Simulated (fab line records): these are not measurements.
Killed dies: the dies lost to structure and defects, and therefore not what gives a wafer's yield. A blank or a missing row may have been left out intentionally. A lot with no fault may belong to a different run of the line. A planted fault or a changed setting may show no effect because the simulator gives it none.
fab line records	flow n5_finfet
record lots=24	wafers=72	last_day=18
route steps=1938 shown BEOL_M11@1601 BEOL_M12@1647 BEOL_M13@1670 BEOL_M14@1751
lots with no fault: from the same line, run without faults
start_h: hours from the record's opening day to when the first of the lot's shown wafers began	wait_h: hours since the lot's step before	" identical to the entry in the row above	L1.1+2: one row covering several wafers at once	- no value, or no start was given	* or withheld: withheld	< > ~ a bound
route shown NAME@n: a module of which the file shows steps, and the number in the route of the first	usual: mean and standard deviation over wafers with no fault	same: alike in all rows	chamber/n: place in a boat	sites: the reading at each site	_std_site: their standard deviation	_edge_site: the outer-site mean with the inner-site mean subtracted	radius_mm: how far each site lies from the wafer's centre	mask NAME#n: copy n	behind: the most recent tool/chamber to have shaped the wafer	hold: reason for holding the lot/hours on hold/outcome of the hold	device: the transistor (n, p or np) that didn't switch	end of line: at the end of the route, the tests of the same wafers	a step given without rows: its recipe and nothing more	killed: dies lost to structure and defects at the first sort, not the wafer's yield	map: the dies of a wafer, with x for killed, . for not killed, _ for no die there
set.NAME: the setting that was run; set.NAME@STEP: the one run at that earlier step	model.NAME: the simulator's own value behind a step, which no gauge read
steps of the route over a sample of lots; a table a step, a row a wafer
services: a tool's chamber out of use, with start hour (start_h, from the record's first day; less than 0 if before it), hours out, and reason
## steps
# step N5_BEOL_M11_INSPECT_58
# recipe inspect_instrument=darkfield	mode=post_dep
# usual raw_defect_count=68/25
lot.wafer	tool	chamber	start_h	wait_h	raw_defect_count
L074.4	defect_inspect-01	-	234.96	0.0	55
L074.5	"	-	"	"	61
L074.6	"	-	"	"	92
L075.2	defect_inspect-02	-	243.34	0.0	67
L075.4	"	-	"	"	74
L075.6	"	-	"	"	53
L077.1	defect_inspect-02	-	246.88	0.0	63
L077.2	"	-	"	"	44
L077.5	"	-	"	"	78
L076.2	defect_inspect-01	-	250.48	0.0	49
L076.3	"	-	"	"	54
L076.5	"	-	"	"	45
L079.3	defect_inspect-01	-	279.32	0.0	89
L079.4	"	-	"	"	56
L079.5	"	-	"	"	72
L078.2	defect_inspect-01	-	279.70	0.0	95
L078.5	"	-	"	"	65
L078.6	"	-	"	"	77
L082.1	defect_inspect-01	-	285.03	0.0	127
L082.3	"	-	"	"	99
L082.5	"	-	"	"	71
L080.2	defect_inspect-01	-	286.24	0.0	67
L080.5	"	-	"	"	85
L080.6	"	-	"	"	75
L081.2	defect_inspect-01	-	292.84	0.0	112
L081.4	"	-	"	"	90
L081.5	"	-	"	"	93
L085.1	defect_inspect-02	-	303.37	0.0	65
L085.2	"	-	"	"	46
L085.6	"	-	"	"	60
L083.1	defect_inspect-01	-	306.40	0.0	59
L083.3	"	-	"	"	93
L083.4	"	-	"	"	91
L087.3	defect_inspect-02	-	311.46	0.0	96
L087.4	"	-	"	"	115
L087.5	"	-	"	"	141
L086.3	defect_inspect-01	-	314.85	0.0	72
L086.4	"	-	"	"	59
L086.5	"	-	"	"	140
L084.2	defect_inspect-01	-	316.14	0.0	37
L084.4	"	-	"	"	43
L084.6	"	-	"	"	61
L088.2	defect_inspect-02	-	321.05	0.0	58
L088.4	"	-	"	"	74
L088.5	"	-	"	"	64
L089.2	defect_inspect-01	-	325.31	0.0	38
L089.3	"	-	"	"	83
L089.5	"	-	"	"	62
L090.3	defect_inspect-01	-	346.02	0.0	57
L090.4	"	-	"	"	61
L090.5	"	-	"	"	64
L091.1	defect_inspect-01	-	352.99	0.0	41
L091.2	"	-	"	"	62
L091.3	"	-	"	"	46
L092.1	defect_inspect-01	-	353.29	0.0	65
L092.2	"	-	"	"	74
L092.3	"	-	"	"	79
L093.2	defect_inspect-01	-	361.14	0.0	67
L093.3	"	-	"	"	58
L093.4	"	-	"	"	42
L094.1	defect_inspect-01	-	372.02	0.0	104
L094.5	"	-	"	"	48
L094.6	"	-	"	"	96
L097.2	defect_inspect-02	-	380.51	0.0	68
L097.4	"	-	"	"	66
L097.5	"	-	"	"	47
L095.2	defect_inspect-01	-	383.87	0.0	61
L095.3	"	-	"	"	26
L095.4	"	-	"	"	33
L096.1	defect_inspect-02	-	384.19	0.0	38
L096.2	"	-	"	"	73
L096.4	"	-	"	"	54
# step N5_BEOL_M12_PRE_CLEAN_42
# recipe gas=H2/He	time_s=30	temp_c=250
# usual heater_power_w=344/36	susceptor_temp_C=250.00/0.17
lot.wafer	tool	chamber	start_h	wait_h	heater_power_w	susceptor_temp_C
L074.4	pvd_sputter-02	-	239.01	0.0	310	250.30
L074.5	"	-	"	"	374	249.61
L074.6	"	-	"	"	418	249.89
L075.2	pvd_sputter-01	-	246.51	0.0	358	250.20
L075.4	"	-	"	"	336	250.00
L075.6	"	-	"	"	342	249.76
L077.1	pvd_sputter-02	-	250.37	0.0	311	249.99
L077.2	"	-	"	"	291	250.27
L077.5	"	-	"	"	282	250.33
L076.2	pvd_sputter-01	-	259.00	0.0	382	250.31
L076.3	"	-	"	"	330	250.16
L076.5	"	-	"	"	327	250.01
L079.3	pvd_sputter-02	-	281.81	0.0	374	250.18
L079.4	"	-	"	"	315	249.65
L079.5	"	-	"	"	286	249.76
L078.2	pvd_sputter-01	-	284.56	0.0	321	249.95
L078.5	"	-	"	"	336	249.65
L078.6	"	-	"	"	382	250.18
L082.1	pvd_sputter-01	-	287.87	0.0	379	249.99
L082.3	"	-	"	"	342	249.97
L082.5	"	-	"	"	355	250.11
L080.2	pvd_sputter-03	-	293.00	0.0	307	249.86
L080.5	"	-	"	"	320	249.79
L080.6	"	-	"	"	355	250.06
L081.2	pvd_sputter-01	-	299.72	0.0	380	249.87
L081.4	"	-	"	"	351	250.05
L081.5	"	-	"	"	370	249.55
L085.1	pvd_sputter-02	-	308.21	0.0	432	249.99
L085.2	"	-	"	"	279	250.41
L085.6	"	-	"	"	277	250.29
L083.1	pvd_sputter-03	-	310.61	0.0	288	250.07
L083.3	"	-	"	"	352	250.00
L083.4	"	-	"	"	312	250.07
L087.3	pvd_sputter-01	-	315.60	0.0	313	250.10
L087.4	"	-	"	"	366	249.99
L087.5	"	-	"	"	360	249.97
L086.3	pvd_sputter-01	-	318.80	0.0	362	250.16
L086.4	"	-	"	"	336	250.00
L086.5	"	-	"	"	355	250.06
L084.2	pvd_sputter-01	-	319.32	0.0	386	250.05
L084.4	"	-	"	"	364	250.10
L084.6	"	-	"	"	359	249.97
L088.2	pvd_sputter-01	-	325.77	0.0	344	250.31
L088.4	"	-	"	"	316	249.76
L088.5	"	-	"	"	380	249.82
L089.2	pvd_sputter-03	-	329.64	0.0	366	250.02
L089.3	"	-	"	"	289	250.20
L089.5	"	-	"	"	290	249.82
L090.3	pvd_sputter-02	-	350.58	0.0	305	249.88
L090.4	"	-	"	"	422	249.99
L090.5	"	-	"	"	366	249.78
L091.1	pvd_sputter-02	-	356.02	0.0	314	250.02
L091.2	"	-	"	"	286	249.89
L091.3	"	-	"	"	369	249.88
L092.1	pvd_sputter-02	-	356.34	0.0	281	249.91
L092.2	"	-	"	"	428	250.18
L092.3	"	-	"	"	370	249.90
L093.2	pvd_sputter-01	-	365.72	0.0	360	250.22
L093.3	"	-	"	"	381	250.03
L093.4	"	-	"	"	344	249.99
L094.1	pvd_sputter-01	-	375.11	0.0	344	250.06
L094.5	"	-	"	"	371	249.93
L094.6	"	-	"	"	343	249.98
L097.2	pvd_sputter-01	-	383.60	0.0	338	250.05
L097.4	"	-	"	"	320	249.97
L097.5	"	-	"	"	381	250.09
L095.2	pvd_sputter-03	-	387.23	0.0	353	249.64
L095.3	"	-	"	"	308	250.14
L095.4	"	-	"	"	358	249.99
L096.1	pvd_sputter-01	-	390.16	0.0	332	249.94
L096.2	"	-	"	"	359	250.10
L096.4	"	-	"	"	377	250.14
# step N5_BEOL_M13_OVL_MEAS_11
# recipe points_per_wafer=44
# usual V12_OVL=-1/6.9
lot.wafer	tool	chamber	start_h	wait_h	V12_OVL[nm]
L074.4	overlay-01	0	240.88	0.0	7
L074.5	"	0	"	"	1
L074.6	"	0	"	"	6
L075.2	overlay-01	0	249.13	0.0	-1
L075.4	"	0	"	"	-9
L075.6	"	0	"	"	-16
L077.1	overlay-02	0	252.23	0.0	3
L077.2	"	0	"	"	-7
L077.5	"	0	"	"	-5
L076.2	overlay-02	0	260.85	0.0	-9
L076.3	"	0	"	"	-4
L076.5	"	0	"	"	-15
L079.3	overlay-02	0	283.67	0.0	-6
L079.4	"	0	"	"	-15
L079.5	"	0	"	"	-6
L078.2	overlay-01	0	286.42	0.0	3
L078.5	"	0	"	"	0
L078.6	"	0	"	"	11
L082.1	overlay-02	0	289.72	0.0	2
L082.3	"	0	"	"	1
L082.5	"	0	"	"	2
L080.2	overlay-02	0	294.85	0.0	-7
L080.5	"	0	"	"	2
L080.6	"	0	"	"	-1
L081.2	overlay-02	0	301.57	0.0	2
L081.4	"	0	"	"	8
L081.5	"	0	"	"	2
L085.1	overlay-01	0	310.14	0.0	-9
L085.2	"	0	"	"	-9
L085.6	"	0	"	"	-13
L083.1	overlay-02	0	312.65	0.0	-1
L083.3	"	0	"	"	0
L083.4	"	0	"	"	-8
L087.3	overlay-01	0	318.04	0.0	7
L087.4	"	0	"	"	13
L087.5	"	0	"	"	5
L086.3	overlay-02	0	320.67	0.0	7
L086.4	"	0	"	"	2
L086.5	"	0	"	"	4
L084.2	overlay-01	0	321.24	0.0	-12
L084.4	"	0	"	"	-5
L084.6	"	0	"	"	-5
L088.2	overlay-02	0	327.74	0.0	-5
L088.4	"	0	"	"	-2
L088.5	"	0	"	"	-7
L089.2	overlay-01	0	331.55	0.0	5
L089.3	"	0	"	"	2
L089.5	"	0	"	"	8
L090.3	overlay-02	0	352.53	0.0	0
L090.4	"	0	"	"	7
L090.5	"	0	"	"	1
L091.1	overlay-02	0	357.78	0.0	-2
L091.2	"	0	"	"	12
L091.3	"	0	"	"	3
L092.1	overlay-02	0	358.07	0.0	-7
L092.2	"	0	"	"	-8
L092.3	"	0	"	"	-10
L093.2	overlay-02	0	368.11	0.0	1
L093.3	"	0	"	"	-8
L093.4	"	0	"	"	3
L094.1	overlay-01	0	376.96	0.0	-4
L094.5	"	0	"	"	-3
L094.6	"	0	"	"	-2
L097.2	overlay-02	0	385.41	0.0	-8
L097.4	"	0	"	"	4
L097.5	"	0	"	"	0
L095.2	overlay-02	0	389.13	0.0	7
L095.3	"	0	"	"	-8
L095.4	"	0	"	"	-1
L096.1	overlay-01	0	392.23	0.0	0
L096.2	"	0	"	"	-9
L096.4	"	0	"	"	-6
# step N5_BEOL_M13_STRIP_37
# recipe chemistry=N2/H2	power_w=1000	temp_c=250	h2_frac=0.65	overash_fraction=0.3	pressure_mtorr=withheld	n2_flow_sccm=1750	h2_flow_sccm=3250
# usual drypump_motor_current_A=5.6/0.36	heater_power_w=310/14	oes_product_au=0.784/0.01
lot.wafer	tool	chamber	start_h	wait_h	drypump_motor_current_A	heater_power_w	oes_product_au	rf_hours_counter_h
L074.4	plasma_asher-01	0	242.81	0.1	6.0	328	0.768	-
L074.5	"	1	"	"	5.4	286	0.778	-
L074.6	"	0	"	"	6.0	309	0.781	-
L075.2	plasma_asher-01	0	250.87	0.0	6.0	319	0.780	69
L075.4	"	0	"	"	6.1	318	0.790	-
L075.6	"	0	"	"	6.0	318	0.784	-
L077.1	plasma_asher-01	1	253.96	0.1	5.4	288	0.791	70
L077.2	"	0	"	"	6.0	317	0.786	70
L077.5	"	0	"	"	6.1	320	0.788	-
L076.2	plasma_asher-01	1	262.61	0.0	5.4	289	0.787	73
L076.3	"	1	"	"	5.4	295	0.781	-
L076.5	"	0	"	"	6.1	319	0.797	-
L079.3	plasma_asher-02	0	285.72	0.1	5.8	321	0.771	-
L079.4	"	1	"	"	5.1	313	0.781	-
L079.5	"	0	"	"	5.8	318	0.793	-
L078.2	plasma_asher-02	1	289.03	0.0	5.1	314	0.796	132
L078.5	"	1	"	"	5.1	323	0.791	-
L078.6	"	0	"	"	5.8	318	0.763	-
L082.1	plasma_asher-02	0	291.46	0.0	5.8	321	0.793	133
L082.3	"	0	"	"	5.8	322	0.797	-
L082.5	"	1	"	"	5.1	318	0.800	-
L080.2	plasma_asher-02	1	296.62	0.0	5.1	318	0.801	134
L080.5	"	1	"	"	5.1	318	0.772	-
L080.6	"	0	"	"	5.8	320	0.773	-
L081.2	plasma_asher-01	0	303.98	0.0	6.0	315	0.785	79
L081.4	"	0	"	"	6.1	318	0.779	-
L081.5	"	1	"	"	5.4	288	0.767	-
L085.1	plasma_asher-01	1	312.27	0.0	5.4	284	0.781	81
L085.2	"	0	"	"	6.1	323	0.774	81
L085.6	"	0	"	"	6.1	317	0.781	-
L083.1	plasma_asher-02	0	314.27	0.0	5.8	319	0.778	138
L083.3	"	0	"	"	5.8	323	0.776	-
L083.4	"	1	"	"	5.1	316	0.772	-
L087.3	plasma_asher-01	0	320.37	0.1	6.0	319	0.768	-
L087.4	"	1	"	"	5.4	289	0.781	-
L087.5	"	1	"	"	5.4	284	0.806	-
L086.3	plasma_asher-02	0	322.30	0.1	5.8	326	0.804	-
L086.4	"	1	"	"	5.2	319	0.786	-
L086.5	"	0	"	"	5.8	319	0.802	-
L084.2	plasma_asher-01	1	323.07	0.0	5.4	288	0.776	84
L084.4	"	1	"	"	5.4	289	0.759	-
L084.6	"	0	"	"	6.0	323	0.779	-
L088.2	plasma_asher-01	0	329.62	0.0	6.1	303	0.793	85
L088.4	"	0	"	"	6.1	322	0.779	-
L088.5	"	1	"	"	5.4	292	0.802	-
L089.2	plasma_asher-01	1	333.56	0.0	5.4	295	0.800	86
L089.3	"	0	"	"	6.0	323	0.780	-
L089.5	"	0	"	"	6.1	321	0.785	-
L090.3	plasma_asher-01	0	354.17	0.1	6.1	321	0.793	-
L090.4	"	1	"	"	5.4	295	0.802	-
L090.5	"	0	"	"	6.0	322	0.782	-
L091.1	plasma_asher-02	1	359.54	0.0	5.1	316	0.771	147
L091.2	"	0	"	"	5.8	323	0.776	147
L091.3	"	0	"	"	5.8	319	0.796	-
L092.1	plasma_asher-02	0	360.01	0.0	5.8	326	0.796	147
L092.2	"	1	"	"	5.1	320	0.792	147
L092.3	"	0	"	"	5.8	317	0.792	-
L093.2	plasma_asher-01	1	369.95	0.0	5.4	290	0.776	93
L093.3	"	0	"	"	6.1	318	0.780	-
L093.4	"	1	"	"	5.4	296	0.778	-
L094.1	plasma_asher-01	1	378.58	0.0	5.4	289	0.773	94
L094.5	"	1	"	"	5.4	298	0.786	-
L094.6	"	0	"	"	6.0	322	0.790	-
L097.2	plasma_asher-01	0	387.03	0.0	6.1	312	0.797	97
L097.4	"	1	"	"	5.4	289	0.795	-
L097.5	"	0	"	"	6.0	313	0.768	-
L095.2	plasma_asher-01	1	390.98	0.0	5.4	289	0.785	97
L095.3	"	0	"	"	6.0	320	0.788	-
L095.4	"	1	"	"	5.4	295	0.800	-
L096.1	plasma_asher-01	1	393.99	0.0	5.4	303	0.793	98
L096.2	"	0	"	"	6.0	328	0.769	98
L096.4	"	0	"	"	6.1	316	0.785	-
# step N5_BEOL_M13_DEP_53
# recipe material=SiCN	target_thk_a=500	temp_c=withheld	precursor=3MS/NH3	pressure_torr=3	rf_w=675	time_s=17.8
# usual rf_fwd_power_W=665/3.8	showerhead_plenum_p_Torr=4.166/0.022	throttle_valve_pct=17.5/0.81
lot.wafer	tool	chamber	start_h	wait_h	rf_fwd_power_W	showerhead_plenum_p_Torr	throttle_valve_pct
L074.4	pecvd-03	1	248.18	0.0	665	4.171	18.8
L074.5	"	0	"	"	666	4.181	16.8
L074.6	"	2	"	"	662	4.202	16.9
L075.2	pecvd-01	1	254.70	0.0	664	4.174	18.8
L075.4	"	2	"	"	660	4.112	16.4
L075.6	"	1	"	"	668	4.164	18.3
L077.1	pecvd-02	2	264.07	0.0	670	4.174	16.3
L077.2	"	0	"	"	665	4.163	17.8
L077.5	"	0	"	"	671	4.171	18.1
L076.2	pecvd-01	1	265.13	0.0	667	4.159	18.5
L076.3	"	2	"	"	661	4.112	16.6
L076.5	"	0	"	"	661	4.193	17.2
L079.3	pecvd-02	2	289.16	0.0	668	4.164	16.3
L079.4	"	1	"	"	665	4.164	18.2
L079.5	"	2	"	"	668	4.163	16.6
L078.2	pecvd-02	0	293.85	0.0	666	4.173	17.8
L078.5	"	1	"	"	668	4.155	18.3
L078.6	"	0	"	"	666	4.163	17.9
L082.1	pecvd-02	2	294.39	0.0	668	4.169	16.4
L082.3	"	1	"	"	671	4.160	18.4
L082.5	"	1	"	"	669	4.166	18.5
L080.2	pecvd-02	0	301.10	0.0	666	4.157	17.8
L080.5	"	1	"	"	666	4.166	18.5
L080.6	"	0	"	"	665	4.169	17.9
L081.2	pecvd-02	1	308.60	0.0	666	4.167	18.2
L081.4	"	1	"	"	666	4.166	18.3
L081.5	"	0	"	"	670	4.168	17.7
L085.1	pecvd-02	1	315.51	0.0	671	4.162	18.4
L085.2	"	0	"	"	667	4.159	17.9
L085.6	"	0	"	"	667	4.159	17.8
L083.1	pecvd-01	0	317.70	0.0	659	4.191	17.3
L083.3	"	1	"	"	670	4.176	18.5
L083.4	"	2	"	"	664	4.115	16.7
L087.3	pecvd-02	1	326.82	0.0	669	4.171	18.6
L087.4	"	2	"	"	670	4.164	16.8
L087.5	"	0	"	"	669	4.158	18.1
L086.3	pecvd-01	2	329.47	0.0	658	4.109	17.0
L086.4	"	1	"	"	671	4.174	18.8
L086.5	"	0	"	"	658	4.185	16.9
L084.2	pecvd-02	2	330.95	0.0	667	4.167	16.5
L084.4	"	0	"	"	670	4.165	18.0
L084.6	"	1	"	"	673	4.155	18.5
L088.2	pecvd-03	0	332.86	0.0	664	4.177	17.0
L088.4	"	0	"	"	665	4.179	16.8
L088.5	"	2	"	"	662	4.200	17.2
L089.2	pecvd-01	2	336.65	0.0	662	4.119	16.8
L089.3	"	0	"	"	659	4.185	17.1
L089.5	"	2	"	"	663	4.105	16.8
L090.3	pecvd-03	2	356.03	0.0	655	4.192	17.0
L090.4	"	1	"	"	661	4.176	18.7
L090.5	"	1	"	"	663	4.155	18.5
L091.1	pecvd-02	2	361.50	0.0	666	4.161	16.5
L091.2	"	1	"	"	665	4.150	18.5
L091.3	"	0	"	"	670	4.153	18.0
L092.1	pecvd-01	2	362.28	0.0	660	4.114	16.7
L092.2	"	0	"	"	661	4.193	17.2
L092.3	"	1	"	"	670	4.173	18.8
L093.2	pecvd-01	1	372.70	0.0	666	4.164	18.5
L093.3	"	0	"	"	658	4.197	17.3
L093.4	"	2	"	"	661	4.110	16.6
L094.1	pecvd-03	0	380.22	0.0	665	4.165	16.8
L094.5	"	0	"	"	664	4.188	16.6
L094.6	"	2	"	"	660	4.187	17.2
L097.2	pecvd-02	0	391.08	0.0	668	4.163	18.0
L097.4	"	2	"	"	665	4.176	16.7
L097.5	"	0	"	"	669	4.160	18.0
L095.2	pecvd-01	1	394.17	0.0	669	4.178	18.5
L095.3	"	0	"	"	660	4.190	17.2
L095.4	"	0	"	"	664	4.199	17.4
L096.1	pecvd-03	0	396.69	0.0	667	4.192	16.7
L096.2	"	2	"	"	662	4.182	17.3
L096.4	"	0	"	"	663	4.185	16.9
# step N5_BEOL_M14_ETCH_68
# recipe chemistry=N2/H2	target=SOC	mask_material=SiARC	source_w=3000	bias_w=350	temp_c=40	time_s=450	ion_energy_ev=200	pressure_mtorr=30	n2_flow_sccm=200	h2_flow_sccm=200
# usual bias_w=350.0/1.1	drypump_motor_current_A=5.5/0.46	oes_product_au=0.77/0.052	rf_fwd_power_W=2996/9.5	rf_vpp_V=523.4/2.3	showerhead_plenum_p_Torr=2.53/0.076	throttle_valve_pct=17.78/0.28
lot.wafer	tool	chamber	start_h	wait_h	bias_w	drypump_motor_current_A	oes_product_au	rf_fwd_power_W	rf_hours_counter_h	rf_vpp_V	showerhead_plenum_p_Torr	throttle_valve_pct
L074.4	rie_diel-02	2	250.28	0.1	350.8	5.1	0.86	2996	54	522.3	2.48	18.08
L074.5	"	1	"	"	350.3	5.0	0.82	3008	-	522.1	2.48	17.82
L074.6	"	2	"	"	349.2	5.1	0.87	2999	-	521.2	2.48	18.07
L075.2	rie_diel-03	2	256.57	0.1	348.2	5.6	0.84	2994	57	525.7	2.57	17.27
L075.4	"	0	"	"	349.6	5.5	0.80	2997	98	528.0	2.67	17.23
L075.6	"	3	"	"	349.7	6.0	0.74	2997	-	523.0	2.53	17.69
L077.1	rie_diel-03	2	266.06	0.1	349.8	5.6	0.83	2999	60	524.3	2.57	17.27
L077.2	"	3	"	"	351.6	6.0	0.74	3012	163	522.9	2.53	17.69
L077.5	"	3	"	"	349.8	6.0	0.74	2996	-	524.4	2.53	17.70
L076.2	rie_diel-03	3	267.05	0.1	350.4	6.0	0.73	3005	163	523.7	2.53	17.70
L076.3	"	1	"	"	350.7	6.1	0.86	3006	70	525.5	2.58	17.52
L076.5	"	0	"	"	349.3	5.5	0.80	2989	-	529.1	2.67	17.24
L079.3	rie_diel-02	0	290.90	0.1	350.2	5.4	0.70	2980	194	524.8	2.52	18.02
L079.4	"	2	"	"	352.4	5.1	0.83	2994	68	522.9	2.48	18.10
L079.5	"	3	"	"	348.3	5.4	0.73	3010	-	525.6	2.63	17.80
L078.2	rie_diel-06	1	295.67	0.1	348.7	4.9	0.71	2995	203	520.5	2.40	17.87
L078.5	"	1	"	"	349.0	4.8	0.71	2990	-	519.8	2.40	17.87
L078.6	"	2	"	"	349.8	5.4	0.77	2986	-	520.5	2.44	17.68
L082.1	rie_diel-02	0	296.14	0.1	348.7	5.4	0.69	2994	196	523.7	2.52	18.05
L082.3	"	3	"	"	349.3	5.4	0.74	2982	186	525.6	2.63	17.81
L082.5	"	1	"	"	349.0	5.1	0.80	3010	-	522.2	2.47	17.86
L080.2	rie_diel-03	3	302.95	0.1	349.9	6.0	0.73	3006	176	522.2	2.53	17.71
L080.5	"	3	"	"	350.1	6.0	0.73	2994	-	525.7	2.53	17.70
L080.6	"	0	"	"	349.4	5.5	0.78	3018	-	527.2	2.66	17.28
L081.2	rie_diel-03	2	310.60	0.1	349.3	5.6	0.82	2983	76	524.0	2.56	17.29
L081.4	"	0	"	"	348.9	5.4	0.78	2994	-	527.9	2.66	17.26
L081.5	"	2	"	"	351.0	5.6	0.82	3005	-	524.6	2.56	17.30
L085.1	rie_diel-02	2	317.25	0.1	351.8	5.2	0.83	2986	77	522.2	2.48	18.12
L085.2	"	1	"	"	347.7	5.0	0.78	3005	88	523.2	2.47	17.90
L085.6	"	1	"	"	348.4	5.0	0.78	2991	-	521.6	2.47	17.90
L083.1	rie_diel-02	3	319.78	0.1	349.7	5.4	0.73	2999	194	526.5	2.63	17.82
L083.3	"	2	"	"	350.6	5.1	0.83	2991	79	522.1	2.47	18.11
L083.4	"	1	"	"	350.7	5.1	0.78	3008	90	522.2	2.46	17.88
L087.3	rie_diel-03	2	328.97	0.1	350.8	5.6	0.80	3005	83	524.8	2.56	17.34
L087.4	"	1	"	"	349.5	6.1	0.82	2992	93	524.8	2.57	17.57
L087.5	"	0	"	"	351.2	5.5	0.78	2981	-	526.4	2.66	17.28
L086.3	rie_diel-02	2	331.34	0.1	350.0	5.1	0.83	2987	82	521.6	2.47	18.14
L086.4	"	1	"	"	350.7	5.0	0.78	2988	94	521.8	2.46	17.89
L086.5	"	1	"	"	350.4	5.0	0.78	2985	-	521.8	2.46	17.88
L084.2	rie_diel-06	3	333.68	0.1	350.6	6.6	0.75	2992	140	523.2	2.56	18.09
L084.4	"	2	"	"	350.4	5.4	0.76	3002	147	520.3	2.43	17.67
L084.6	"	1	"	"	351.5	4.9	0.69	3003	-	520.0	2.40	17.88
L088.2	rie_diel-02	0	334.73	0.1	350.0	5.4	0.69	3002	209	523.8	2.52	18.05
L088.4	"	1	"	"	349.1	5.0	0.78	2996	95	520.8	2.46	17.92
L088.5	"	3	"	"	350.6	5.4	0.72	3004	-	525.6	2.63	17.83
L089.2	rie_diel-02	2	338.64	0.1	349.4	5.1	0.82	3004	85	521.9	2.47	18.14
L089.3	"	0	"	"	349.9	5.4	0.68	2988	210	521.7	2.52	18.07
L089.5	"	1	"	"	348.8	5.0	0.78	2989	-	521.7	2.46	17.89
L090.3	rie_diel-03	0	357.91	0.1	347.8	5.5	0.77	2979	135	528.0	2.65	17.28
L090.4	"	3	"	"	349.4	6.0	0.71	3002	192	524.1	2.52	17.77
L090.5	"	2	"	"	349.3	5.6	0.79	3003	-	524.6	2.56	17.33
L091.1	rie_diel-06	0	363.37	0.1	349.7	6.2	0.80	2990	99	521.7	2.46	17.81
L091.2	"	3	"	"	352.5	6.6	0.75	3013	149	523.0	2.55	18.11
L091.3	"	1	"	"	350.6	4.9	0.70	2987	228	519.6	2.39	17.91
L092.1	rie_diel-02	3	364.15	0.1	349.7	5.4	0.73	2967	208	526.9	2.62	17.86
L092.2	"	0	"	"	349.9	5.4	0.68	2998	221	523.3	2.51	18.06
L092.3	"	2	"	"	351.0	5.1	0.82	2989	95	522.9	2.47	18.14
L093.2	rie_diel-03	1	374.97	0.1	347.9	6.2	0.81	2999	109	524.3	2.56	17.58
L093.3	"	0	"	"	352.1	5.4	0.77	2992	141	526.6	2.65	17.32
L093.4	"	3	"	"	350.8	6.0	0.71	2986	198	523.2	2.52	17.75
L094.1	rie_diel-06	3	381.96	0.1	351.4	6.6	0.74	2993	155	523.7	2.55	18.12
L094.5	"	0	"	"	348.5	6.3	0.79	2994	-	522.3	2.45	17.83
L094.6	"	3	"	"	351.0	6.7	0.73	2995	-	524.4	2.55	18.15
L097.2	rie_diel-02	1	393.01	0.1	349.9	5.0	0.77	2997	117	521.3	2.45	17.92
L097.4	"	2	"	"	350.0	5.1	0.79	2983	105	522.5	2.46	18.18
L097.5	"	3	"	"	347.9	5.4	0.72	3004	-	524.6	2.62	17.85
L095.2	rie_diel-06	2	396.12	0.1	351.0	5.4	0.75	3016	165	519.9	2.43	17.72
L095.3	"	3	"	"	352.5	6.6	0.74	2990	159	523.7	2.55	18.12
L095.4	"	0	"	"	350.2	6.2	0.79	2989	109	521.2	2.45	17.84
L096.1	rie_diel-02	0	398.54	0.1	351.8	5.4	0.67	2980	233	521.7	2.51	18.10
L096.2	"	2	"	"	349.5	5.1	0.79	2998	107	519.7	2.46	18.19
L096.4	"	1	"	"	349.4	5.0	0.76	2994	119	521.8	2.45	17.93
## services
tool	chamber	start_h	hours	kind
rie_diel-06	3	237.05	5.0	repair
pecvd-03	2	248.24	-	calibration
plasma_asher-02	-	253.82	1.1	repair
pecvd-01	-	255.43	0.8	repair
pecvd-03	0	272.97	3.5	repair
pvd_sputter-02	-	288.76	8.9	repair
rie_diel-03	3	307.60	7.1	repair
pecvd-03	1	319.66	12.4	repair
pvd_sputter-01	-	326.48	1.0	repair
pecvd-01	-	330.04	1.3	repair
plasma_asher-02	-	332.03	3.5	repair
rie_diel-02	3	335.50	4.8	repair
pecvd-03	0	339.32	30.1	repair
pecvd-02	1	340.19	2.1	scheduled_down
pecvd-03	1	341.31	2.1	scheduled_down
pecvd-02	2	350.54	5.5	scheduled_down
rie_diel-06	2	362.62	4.0	repair
pecvd-02	2	365.59	2.1	scheduled_down
pvd_sputter-01	-	367.91	3.0	repair
plasma_asher-02	-	370.87	2.1	repair
rie_diel-03	0	379.04	8.9	repair
pecvd-03	1	383.62	-	clean
pecvd-03	1	383.62	-	consumable_replace:showerhead
pecvd-03	-	398.42	6.0	pm
## key
fault none
